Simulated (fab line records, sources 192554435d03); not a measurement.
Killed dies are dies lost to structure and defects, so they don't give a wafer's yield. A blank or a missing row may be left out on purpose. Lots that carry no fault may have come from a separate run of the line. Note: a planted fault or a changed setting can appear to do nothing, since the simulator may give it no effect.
fab line records    flow n5Finfet    part 2 of 2: steps 5 to 6 of 6
record lots=24  wafers=72  lastDay=19
route steps=1938 shown BEOL_M0_SAQP@640
lots untouched by any fault: they come from a run of this same line in which no faults occurred
startH: hours from the record's opening day to when the first of the lot's shown wafers began    waitH: hours elapsed since this lot's preceding step    " same as the row above    L1.1+2: a row that stands for several wafers    - no value present, or no start provided    * or withheld: withheld    < > ~ a bound
route shown NAME@n: a module of which the file shows steps, and the number in the route of the first    usual: mean/standard deviation of fault-free wafers    same: alike in all rows    chamber/n: place in a boat    sites: each site's reading    _std_site: standard deviation of those values    _edge_site: outer sites' mean less inner sites'    radiusMm: for every site, how far away it sits from the centre of the wafer    mask NAME#n: copy n    behind: the most recent tool/chamber to have shaped the wafer    hold: the reason the lot was held/the length of the hold in hours/how it ended    device: which transistor (n, p or np) failed to switch    end of line: the route-end tests of the same wafers    a step without rows: its recipe alone    killed: dies lost to structure and defects at the first sort, not the wafer's yield    map: a wafer's dies, x killed, . not, _ none there
set.NAME: the run value of the setting; set.NAME@STEP: its run value at that earlier step    model.NAME: the simulator's own value behind a step, which no gauge read
route steps across a sampled set of lots; one table per step, one row per wafer
services: the hour from which a tool's chamber was out of use, counted from the record's first day as startH (under 0 if before that day), plus the number of hours and why
## steps
# step N5_BEOL_M0_SAQP_CD_MEAS_40
# recipe targetCdNm=30  landingEnergyEv=500  detector=seInlens
# usual cdNm=29.86/0.23
lot.wafer  tool      chamber  startH  waitH  cdNm
L074.1     cdSem-02  0        108.55  -      29.32
L074.3     "         0        "       "      30.04
L074.5     "         0        "       "      29.74
L075.1     cdSem-03  0        120.54  -      29.79
L075.3     "         0        "       "      29.83
L075.6     "         0        "       "      29.93
L076.2     cdSem-02  0        123.11  -      30.07
L076.3     "         0        "       "      30.27
L076.5     "         0        "       "      29.92
L077.2     cdSem-01  0        127.90  -      30.29
L077.4     "         0        "       "      29.98
L077.6     "         0        "       "      29.70
L078.1     cdSem-03  0        137.03  -      30.24
L078.4     "         0        "       "      30.35
L078.6     "         0        "       "      29.88
L079.1     cdSem-03  0        141.24  -      30.01
L079.2     "         0        "       "      29.80
L079.4     "         0        "       "      29.63
L080.1     cdSem-02  0        147.51  -      29.97
L080.3     "         0        "       "      30.07
L080.4     "         0        "       "      29.92
L081.2     cdSem-01  0        153.48  -      30.13
L081.4     "         0        "       "      30.29
L081.6     "         0        "       "      30.00
L082.1     cdSem-02  0        159.60  -      29.77
L082.4     "         0        "       "      29.90
L082.6     "         0        "       "      29.63
L083.1     cdSem-03  0        166.17  -      29.47
L083.2     "         0        "       "      29.82
L083.5     "         0        "       "      30.02
L084.2     cdSem-03  0        171.51  -      29.66
L084.4     "         0        "       "      29.83
L084.5     "         0        "       "      29.58
L085.2     cdSem-02  0        182.14  -      29.91
L085.4     "         0        "       "      29.58
L085.6     "         0        "       "      29.81
L086.2     cdSem-03  0        187.04  -      29.74
L086.4     "         0        "       "      29.21
L086.5     "         0        "       "      30.00
L087.3     cdSem-02  0        190.85  -      29.99
L087.4     "         0        "       "      29.65
L087.5     "         0        "       "      29.72
L088.1     cdSem-02  0        193.53  -      29.69
L088.2     "         0        "       "      29.93
L088.5     "         0        "       "      29.90
L089.1     cdSem-02  0        198.62  -      30.19
L089.2     "         0        "       "      30.08
L089.4     "         0        "       "      30.22
L090.1     cdSem-02  0        206.77  -      29.94
L090.4     "         0        "       "      29.99
L090.6     "         0        "       "      29.91
L091.1     cdSem-01  0        211.18  -      29.80
L091.2     "         0        "       "      29.93
L091.4     "         0        "       "      29.92
L092.2     cdSem-02  0        219.38  -      29.76
L092.3     "         0        "       "      29.55
L092.5     "         0        "       "      29.77
L093.2     cdSem-02  0        223.45  -      29.37
L093.4     "         0        "       "      29.96
L093.6     "         0        "       "      30.24
L094.3     cdSem-03  0        237.15  -      29.74
L094.4     "         0        "       "      29.31
L094.5     "         0        "       "      29.82
L095.1     cdSem-03  0        240.38  -      29.58
L095.3     "         0        "       "      29.66
L095.4     "         0        "       "      29.75
L096.1     cdSem-02  0        249.44  -      29.79
L096.3     "         0        "       "      30.08
L096.4     "         0        "       "      29.78
L097.1     cdSem-02  0        252.20  -      29.61
L097.3     "         0        "       "      29.76
L097.6     "         0        "       "      29.59
# step N5_BEOL_M0_SAQP_ETCH_49
# recipe chemistry=CF4/O2  targetDepthA=370  target=SiO2  pressureMtorr=40  sourceW=535  biasW=49  Ar_flow_sccm=100  cf4FlowSccm=100  O2_flow_sccm=10  ionEnergyEv=100
# usual drypumpMotorCurrentA=5.8/0.58  oes_o_777_au=0.81/0.074  oesProductAu=0.81/0.075  rfVppV=241/4.6  showerheadPlenumPTorr=2.18/0.059  throttleValvePct=15.83/0.19
lot.wafer  tool        chamber  startH  waitH  drypumpMotorCurrentA  oes_o_777_au  oesProductAu  rfHoursCounterH  rfVppV  showerheadPlenumPTorr  throttleValvePct
L074.1     rieDiel-04  0        109.48  0.3    6.0                   0.95          0.99          9                246     2.19                   15.70
L074.3     "           2        "       "      5.2                   0.72          0.72          174              241     2.11                   15.89
L074.5     "           2        "       "      5.2                   0.72          0.72          -                240     2.11                   15.88
L075.1     rieDiel-06  3        121.48  0.3    4.9                   0.74          0.76          133              247     2.21                   15.90
L075.3     "           1        "       "      6.0                   0.73          0.72          183              241     2.28                   16.16
L075.6     "           1        "       "      6.0                   0.72          0.72          -                240     2.28                   16.14
L076.2     rieDiel-02  2        124.04  0.3    6.5                   0.84          0.84          60               235     2.15                   15.61
L076.3     "           0        "       "      5.4                   0.91          0.89          35               245     2.23                   15.52
L076.5     "           1        "       "      6.4                   0.76          0.76          -                245     2.29                   15.56
L077.2     rieDiel-04  1        128.88  0.3    5.1                   0.93          0.90          23               242     2.23                   15.77
L077.4     "           3        "       "      5.5                   0.81          0.80          109              237     2.14                   15.95
L077.6     "           2        "       "      5.2                   0.72          0.72          -                239     2.10                   15.89
L078.1     rieDiel-04  3        138.23  0.3    5.6                   0.81          0.81          112              237     2.14                   15.96
L078.4     "           1        "       "      5.1                   0.92          0.90          26               240     2.23                   15.77
L078.6     "           2        "       "      5.2                   0.71          0.72          -                240     2.10                   15.89
L079.1     rieDiel-02  2        142.24  0.3    6.5                   0.84          0.83          65               232     2.15                   15.63
L079.2     "           3        "       "      6.8                   0.84          0.82          81               244     2.14                   16.15
L079.4     "           1        "       "      6.4                   0.75          0.75          149              245     2.29                   15.56
L080.1     rieDiel-02  2        149.07  0.4    6.6                   0.83          0.82          68               234     2.15                   15.64
L080.3     "           0        "       "      5.4                   0.89          0.89          44               244     2.22                   15.51
L080.4     "           1        "       "      6.4                   0.75          0.75          152              245     2.29                   15.58
L081.2     rieDiel-02  3        154.41  0.3    6.8                   0.84          0.81          85               244     2.14                   16.13
L081.4     "           0        "       "      5.4                   0.89          0.88          45               245     2.22                   15.53
L081.6     "           0        "       "      5.4                   0.88          0.89          -                244     2.22                   15.55
L082.1     rieDiel-06  0        160.55  0.3    6.4                   0.95          0.95          7                238     2.25                   15.61
L082.4     "           0        "       "      6.4                   0.95          0.95          -                239     2.25                   15.59
L082.6     "           2        "       "      5.7                   0.78          0.76          -                232     2.12                   15.96
L083.1     rieDiel-02  1        167.17  0.3    6.4                   0.75          0.75          158              245     2.28                   15.59
L083.2     "           2        "       "      6.5                   0.82          0.81          73               234     2.15                   15.66
L083.5     "           3        "       "      6.8                   0.83          0.81          -                245     2.14                   16.14
L084.2     rieDiel-02  2        172.44  0.3    6.6                   0.82          0.81          74               234     2.15                   15.65
L084.4     "           0        "       "      5.4                   0.87          0.88          50               245     2.22                   15.57
L084.5     "           0        "       "      5.4                   0.88          0.88          -                244     2.22                   15.55
L085.2     rieDiel-04  1        183.73  0.3    5.1                   0.89          0.88          40               242     2.23                   15.83
L085.4     "           0        "       "      6.0                   0.91          0.93          31               245     2.18                   15.75
L085.6     "           1        "       "      5.1                   0.89          0.88          -                241     2.23                   15.81
L086.2     rieDiel-04  2        187.97  0.3    5.2                   0.71          0.70          199              241     2.10                   15.92
L086.4     "           3        "       "      5.6                   0.79          0.79          127              237     2.13                   15.98
L086.5     "           1        "       "      5.1                   0.89          0.87          -                242     2.23                   15.80
L087.3     rieDiel-04  3        191.99  0.3    5.6                   0.78          0.79          128              236     2.13                   15.96
L087.4     "           0        "       "      6.0                   0.90          0.92          34               245     2.18                   15.77
L087.5     "           2        "       "      5.2                   0.70          0.71          -                240     2.10                   15.93
L088.1     rieDiel-04  3        194.58  0.3    5.6                   0.78          0.79          129              238     2.13                   15.98
L088.2     "           0        "       "      6.0                   0.89          0.91          35               246     2.18                   15.76
L088.5     "           3        "       "      5.6                   0.78          0.78          -                238     2.13                   15.97
L089.1     rieDiel-06  0        199.56  0.3    6.5                   0.92          0.92          19               238     2.25                   15.61
L089.2     "           2        "       "      5.7                   0.76          0.77          142              231     2.11                   15.98
L089.4     "           0        "       "      6.5                   0.91          0.91          -                240     2.25                   15.63
L090.1     rieDiel-04  0        208.06  0.3    6.0                   0.88          0.91          39               246     2.17                   15.75
L090.4     "           1        "       "      5.2                   0.88          0.88          48               240     2.22                   15.83
L090.6     "           0        "       "      6.0                   0.88          0.92          -                246     2.18                   15.76
L091.1     rieDiel-06  0        212.12  0.3    6.4                   0.90          0.90          23               239     2.24                   15.62
L091.2     "           1        "       "      6.0                   0.70          0.71          205              239     2.27                   16.20
L091.4     "           2        "       "      5.7                   0.76          0.76          146              232     2.11                   15.99
L092.2     rieDiel-02  1        220.56  0.3    6.4                   0.73          0.74          173              245     2.28                   15.60
L092.3     "           0        "       "      5.4                   0.86          0.86          65               247     2.22                   15.58
L092.5     "           2        "       "      6.5                   0.81          0.80          -                234     2.14                   15.65
L093.2     rieDiel-04  0        224.44  0.3    6.0                   0.87          0.91          44               246     2.17                   15.78
L093.4     "           2        "       "      5.2                   0.70          0.69          210              240     2.09                   15.95
L093.6     "           2        "       "      5.2                   0.70          0.70          -                239     2.09                   15.94
L094.3     rieDiel-04  3        238.68  0.3    5.6                   0.77          0.77          143              237     2.13                   16.03
L094.4     "           1        "       "      5.1                   0.88          0.85          55               241     2.22                   15.83
L094.5     "           3        "       "      5.6                   0.76          0.77          -                237     2.13                   16.01
L095.1     rieDiel-06  0        241.74  0.3    6.5                   0.89          0.89          31               238     2.24                   15.66
L095.3     "           1        "       "      6.0                   0.70          0.70          213              240     2.27                   16.21
L095.4     "           3        "       "      4.9                   0.71          0.73          172              247     2.20                   15.99
L096.1     rieDiel-04  3        250.44  0.3    5.6                   0.77          0.77          147              237     2.12                   16.03
L096.3     "           1        "       "      5.1                   0.87          0.85          58               241     2.22                   15.84
L096.4     "           0        "       "      5.9                   0.87          0.89          52               243     2.17                   15.79
L097.1     rieDiel-02  3        253.13  0.3    6.8                   0.80          0.79          114              244     2.13                   16.18
L097.3     "           0        "       "      5.4                   0.84          0.85          74               245     2.21                   15.60
L097.6     "           1        "       "      6.4                   0.73          0.73          -                244     2.28                   15.64
## services
tool        chamber  startH  hours  kind
pecvd-02    2        82.04   24.3   repair
pecvd-01    1        90.08   2.1    scheduledDown
rieDiel-06  0        116.68  -      clean
rieDiel-06  0        116.68  -      consumableReplace:focusRing
rieDiel-02  3        119.82  11.3   repair
pecvd-03    -        120.84  0.8    pm
rieDiel-02  -        136.73  2.7    repair
pecvd-03    2        142.11  7.6    repair
rieDiel-04  -        153.50  0.6    repair
pecvd-03    -        154.55  6.0    pm
pecvd-01    0        157.27  29.6   repair
rieDiel-06  1        160.12  7.3    repair
pecvd-01    1        162.53  5.0    scheduledDown
pecvd-01    -        180.22  1.5    repair
rieDiel-02  2        188.45  8.4    repair
rieDiel-06  1        198.28  9.6    repair
pecvd-01    2        202.38  -      clean
pecvd-01    2        202.38  -      consumableReplace:showerhead
pecvd-01    2        202.38  29.0   scheduledDown
rieDiel-04  -        216.50  0.6    repair
pecvd-02    -        223.37  1.4    repair
pecvd-02    0        226.94  5.0    scheduledDown
rieDiel-02  1        227.08  8.1    repair
rieDiel-04  1        232.09  5.6    repair
